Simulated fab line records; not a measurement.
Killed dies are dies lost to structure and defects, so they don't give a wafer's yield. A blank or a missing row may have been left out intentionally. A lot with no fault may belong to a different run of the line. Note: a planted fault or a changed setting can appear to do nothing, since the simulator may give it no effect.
Chamber matching    flow nand harc    NHARC_A_DECK1_JOINT_CMP_13 on cmp-04: 4 sister chambers
The step polishes, target thk 51.023 nm. 8 wafers are shown with their chamber, then 7 later ones without.

EACH WAFER AND ITS CHAMBER
wafer   chamber  motor current A (A)  time to endpoint s (s)
L496.2  0        14.7                 11.6
L496.6  3        11.8                 8.7
L498.3  2        11.3                 11.0
L499.3  2        10.8                 9.3
L499.4  3        11.9                 6.8
L499.6  1        14.3                 8.4
L501.3  1        13.3                 10.8
L501.4  0        14.4                 11.3

WAFERS MISSING THEIR CHAMBER
wafer   motor current A (A)  time to endpoint s (s)
L501.5  13.3                 11.2
L510.2  11.2                 8.6
L510.4  14.9                 14.3
L510.6  15.1                 12.6
L518.1  11.5                 10.1
L518.3  12.1                 10.8
L518.5  11.6                 7.8

THE CHAMBER EACH PASSED THROUGH
wafer   from the rows above           in truth
L501.5  can't be placed: 1 or 0       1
L510.2  can't be placed: 2 or 3       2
L510.4  0                             0
L510.6  0                             0
L518.1  can't be placed: 2 or 3       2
L518.3  can't be placed: 3 or 2 or 1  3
L518.5  can't be placed: 3 or 2       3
Correctly placed: 2 of 7. Can't be placed from these rows: 5 (the true chamber is among the candidates in 5). Wrongly placed: 0.
How it was worked out, from the rows above alone: a wafer's distance from a chamber is the root of the sum, over the readings, of the square of ((its reading less the chamber's mean) divided by the reading's scatter). The wafer belongs to the nearest chamber; if the next one is less than 2 further off, it can't be placed. The mean given for a chamber averages the wafers shown for that chamber. How the scatter is found: for the shown wafers, subtract from each reading the mean of its chamber, square and add these, divide the total by (wafers less chambers), then take the root.
